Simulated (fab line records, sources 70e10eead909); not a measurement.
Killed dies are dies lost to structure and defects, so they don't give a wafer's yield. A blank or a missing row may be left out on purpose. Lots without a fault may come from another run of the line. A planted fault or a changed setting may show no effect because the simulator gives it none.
Which tool did it? | flow nand_harc | 11 lots, 33 wafers sampled, at 7 steps of a route of 1302

WHAT THE GAUGES READ, wafer by wafer
NHARC_P_START_INSPECT_01.
lot  | measured     | on                | raw_defect_count
L313 | day 2 06:02  | defect_inspect-02 | 3 2 4
L316 | day 3 12:02  | defect_inspect-01 | 1 4 4
L318 | day 4 08:02  | defect_inspect-01 | 5 1 3
L319 | day 4 18:02  | defect_inspect-01 | 4 2 4
L320 | day 5 04:02  | defect_inspect-02 | 3 3 3
L322 | day 6 00:02  | defect_inspect-02 | 4 3 6
L326 | day 7 16:02  | defect_inspect-02 | 4 2 6
L327 | day 8 02:02  | defect_inspect-02 | 0 7 4
L328 | day 8 12:02  | defect_inspect-01 | 4 1 6
L332 | day 10 04:02 | defect_inspect-01 | 5 3 3
L335 | day 11 10:03 | defect_inspect-01 | 5 7 3

NHARC_P_STI_CD_MEAS_09: target cd 200 nm.
lot  | measured     | on        | cd_nm (nm)
L313 | day 3 08:12  | cd_sem-03 | 199.7 197.9 197.7
L316 | day 4 14:45  | cd_sem-01 | 197.5 197.4 198.1
L318 | day 5 15:57  | cd_sem-02 | 194.5 193.9 195.1
L319 | day 5 20:55  | cd_sem-02 | 198.9 199.2 198.0
L320 | day 6 03:43  | cd_sem-03 | 199.8 199.9 196.1
L322 | day 6 22:25  | cd_sem-03 | 200.6 197.7 198.1
L326 | day 8 16:10  | cd_sem-01 | 212.5 213.7 212.7
L327 | day 9 02:18  | cd_sem-02 | 199.2 197.7 195.9
L328 | day 9 09:50  | cd_sem-01 | 199.0 196.8 192.7
L332 | day 11 07:58 | cd_sem-02 | 196.0 196.5 197.0
L335 | day 12 05:07 | cd_sem-01 | 196.7 197.2 197.4

NHARC_P_STI_OCD_MEAS_17.
lot  | measured     | on     | trench_depth_nm (nm) | trench_foot_cd_nm (nm)
L313 | day 3 09:01  | ocd-02 | 306 302 304          | 156.9 155.3 155.4
L316 | day 4 15:33  | ocd-01 | 298 301 294          | 155.9 155.0 157.7
L318 | day 5 16:44  | ocd-01 | 302 303 292          | 152.6 151.7 154.1
L319 | day 5 21:42  | ocd-02 | 298 300 301          | 157.6 157.1 155.7
L320 | day 6 04:30  | ocd-02 | 304 304 305          | 157.3 157.2 153.8
L322 | day 6 23:12  | ocd-01 | 306 301 307          | 158.5 156.0 154.9
L326 | day 8 16:57  | ocd-02 | 301 304 297          | 170.3 170.3 170.7
L327 | day 9 03:05  | ocd-01 | 296 292 294          | 158.3 156.6 154.6
L328 | day 9 10:37  | ocd-01 | 301 294 303          | 156.4 155.7 149.7
L332 | day 11 09:15 | ocd-01 | 297 298 295          | 154.0 154.9 155.9
L335 | day 12 06:06 | ocd-01 | 301 306 303          | 155.2 154.6 155.1

NHARC_END_SORT_01.
lot  | measured     | on        | killed_at_array | killed_at_other | killed_at_periphery | killed_dies | killed_open | killed_short
L328 | day 30 21:37 | prober-01 | 68 64 55        | 0 0 0           | 2 5 6               | 70 69 61    | 1 7 5       | 2 2 0

WHICH TOOL RAN EACH LOT (tool, then ch and the chambers of the sampled wafers, then the start)
lot  | NHARC_P_STI_EXPOSE_06             | NHARC_P_GATE_DEP_103            | NHARC_P_GATE_STRIP_112
L313 | krf_scanner-01 ch 0, day 3 08:03  | pecvd-03 ch 0,2, day 5 08:58    | plasma_asher-02 ch 0,1, day 5 23:53
L316 | krf_scanner-02 ch 0, day 4 14:36  | pecvd-03 ch 0,1, day 6 20:18    | plasma_asher-02 ch 0,1, day 7 11:17
L318 | krf_scanner-01 ch 0, day 5 15:48  | pecvd-02 ch 1,2, day 7 21:16    | plasma_asher-01 ch 0,1, day 8 14:12
L319 | krf_scanner-03 ch 0, day 5 20:46  | pecvd-03 ch 1,2, day 7 20:40    | plasma_asher-01 ch 0,1, day 8 11:18
L320 | krf_scanner-02 ch 0, day 6 03:33  | pecvd-01 ch 1,2, day 8 06:17    | plasma_asher-02 ch 0,1, day 8 20:58
L322 | krf_scanner-02 ch 0, day 6 22:17  | pecvd-01 ch 1,2, day 9 01:24    | plasma_asher-01 ch 0,1, day 9 16:20
L326 | krf_scanner-02 ch 0, day 8 16:01  | pecvd-01 ch 0,1, day 10 23:49   | plasma_asher-01 ch 0,1, day 11 14:41
L327 | krf_scanner-02 ch 0, day 9 02:09  | pecvd-02 ch 1,2, day 11 07:42   | plasma_asher-01 ch 0,1, day 11 22:53
L328 | krf_scanner-02 ch 0, day 9 09:41  | pecvd-02 ch 0,1, day 11 19:05   | plasma_asher-01 ch 0,1, day 12 10:10
L332 | krf_scanner-03 ch 0, day 11 07:49 | pecvd-02 ch 0,2, day 13 10:23   | plasma_asher-01 ch 0,1, day 14 01:13
L335 | krf_scanner-01 ch 0, day 12 04:58 | pecvd-03 ch 0,1,2, day 14 10:31 | plasma_asher-02 ch 0,1, day 15 07:49
- NHARC_P_STI_EXPOSE_06: exposes mask P STI, target cd 200 nm.
- NHARC_P_GATE_DEP_103: deposits SiON, target thk 30 nm.
- NHARC_P_GATE_STRIP_112: strips in N2/H2, time 200 s.

WHAT THE TOOLS THEMSELVES READ (means of the sampled wafers that have a number; where no wafer has one, the mark that the record gives instead)
NHARC_P_STI_EXPOSE_06.
lot  | tool           | exposure_dose_mJ_cm2
L313 | krf_scanner-01 | 37.71
L316 | krf_scanner-02 | 37.70
L318 | krf_scanner-01 | 37.73
L319 | krf_scanner-03 | 37.65
L320 | krf_scanner-02 | 37.70
L322 | krf_scanner-02 | 37.66
L326 | krf_scanner-02 | 37.69
L327 | krf_scanner-02 | 37.68
L328 | krf_scanner-02 | 37.71
L332 | krf_scanner-03 | 37.67
L335 | krf_scanner-01 | 37.70

NHARC_P_GATE_DEP_103.
lot  | tool     | heater_power_outer_w (W) | heater_power_w (W) | rf_fwd_power_W (W)
L313 | pecvd-03 | 503                      | 774                | 350.0
L316 | pecvd-03 | 426                      | 742                | 348.3
L318 | pecvd-02 | 352                      | 626                | 348.6
L319 | pecvd-03 | 456                      | 777                | 348.0
L320 | pecvd-01 | 505                      | 860                | 348.7
L322 | pecvd-01 | 543                      | 881                | 347.4
L326 | pecvd-01 | 490                      | 761                | 346.9
L327 | pecvd-02 | 381                      | 655                | 347.7
L328 | pecvd-02 | 352                      | 626                | 347.7
L332 | pecvd-02 | 447                      | 696                | 348.9
L335 | pecvd-03 | 431                      | 734                | 348.4

NHARC_P_GATE_STRIP_112.
lot  | tool            | drypump_motor_current_A (A) | heater_power_w (W) | temp_c (C)
L313 | plasma_asher-02 | 6.1                         | 90                 | 110.08
L316 | plasma_asher-02 | 6.2                         | 88                 | 110.08
L318 | plasma_asher-01 | 5.7                         | 94                 | 110.03
L319 | plasma_asher-01 | 5.7                         | 95                 | 109.93
L320 | plasma_asher-02 | 6.4                         | 88                 | 110.05
L322 | plasma_asher-01 | 5.7                         | 91                 | 109.95
L326 | plasma_asher-01 | 5.7                         | 91                 | 110.05
L327 | plasma_asher-01 | 5.7                         | 95                 | 110.03
L328 | plasma_asher-01 | 5.7                         | 92                 | 110.05
L332 | plasma_asher-01 | 5.7                         | 91                 | 109.97
L335 | plasma_asher-02 | 6.4                         | 88                 | 109.92

THE ANSWER, worked out from the rows above alone
Rule: what is usual is taken from the lots themselves. Put in order of their means at a reading, lots are off if they are a third of the lots or fewer, leave a main group of 4 or more, and stand apart from it by a gap of 3 or more times the standard deviation of the main group's means; of several such gaps the widest counts. A main group whose means are all the same, to the digits that the tables above print for the reading, isn't used. A lot without any number at a reading at which 4 lots or more have one is off too. The other lots that the step has rows for count as sound. The gauges are gone through in route order, then the tools' own readings, and for those a lot's mean is taken as printed above. The first step at which some lot is off is used, and at that step the reading that is off furthest; a lot without a number counts as furthest.
Off: L326, at NHARC_P_STI_CD_MEAS_09 (cd_nm). The main group: mean 197.4 nm, standard deviation 1.3.
A tool fits if, at a process step before that reading, it ran every lot that is off, and no sound lot after the first of them. The gauges at NHARC_P_STI_CD_MEAS_09 aren't tried: what is off there is off at NHARC_P_STI_OCD_MEAS_17 too, on other tools, and a gauge's error can't cause that. None of those tried fits.

WHAT THE SIMULATOR HAD PUT IN
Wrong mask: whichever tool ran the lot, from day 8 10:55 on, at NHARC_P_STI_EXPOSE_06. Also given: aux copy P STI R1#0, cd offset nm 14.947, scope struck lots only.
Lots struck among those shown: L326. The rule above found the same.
